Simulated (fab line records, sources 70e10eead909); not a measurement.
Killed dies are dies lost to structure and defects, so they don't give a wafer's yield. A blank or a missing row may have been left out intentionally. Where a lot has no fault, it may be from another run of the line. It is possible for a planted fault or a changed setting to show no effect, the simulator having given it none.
Chamber matching | flow nandHarc | pecvd-04 running NHARC_P_M2_PRE_CLEAN_32: 3 sister chambers
The step time 12 s. 6 wafers are shown with their chamber, then 12 later ones without.

WAFERS, EACH WITH ITS CHAMBER
wafer  | chamber | heaterPowerW (W)
L079.4 | 0       | 592
L080.6 | 0       | 544
L085.6 | 1       | 671
L086.2 | 2       | 747
L086.5 | 2       | 749
L086.6 | 1       | 665

WAFERS WITHOUT THEIR CHAMBER
wafer  | heaterPowerW (W)
L091.1 | 902
L091.4 | 655
L091.6 | 897
L092.3 | 630
L092.4 | 598
L092.5 | 876
L095.2 | 881
L095.4 | 674
L095.5 | 531
L097.1 | 608
L097.3 | 895
L097.5 | 586

WHICH CHAMBER EACH ONE RAN IN
wafer  | from the rows above     | in truth
L091.1 | 2                       | 2
L091.4 | 1                       | 1
L091.6 | 2                       | 2
L092.3 | can't be placed: 1 or 0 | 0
L092.4 | 0                       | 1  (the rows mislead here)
L092.5 | 2                       | 2
L095.2 | 2                       | 2
L095.4 | 1                       | 1
L095.5 | 0                       | 0
L097.1 | can't be placed: 0 or 1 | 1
L097.3 | 2                       | 2
L097.5 | 0                       | 0
Correctly placed: 9 of 12. Cannot be placed on the basis of these rows: 2; the candidates contain the true chamber in 2. Number placed wrongly: 1.
How it was worked out, from the rows above alone: a wafer's distance from a chamber is the root of the sum, over the readings, of the square of ((its reading less the chamber's mean) divided by the reading's scatter). If the next closest chamber is less than 2 further off than the closest, the wafer can't be placed; otherwise it belongs to the closest. A chamber's mean is the mean of its shown wafers. The scatter: take each reading less its chamber's mean, square it, sum over the shown wafers, divide by the number of wafers less the number of chambers, and take the root.
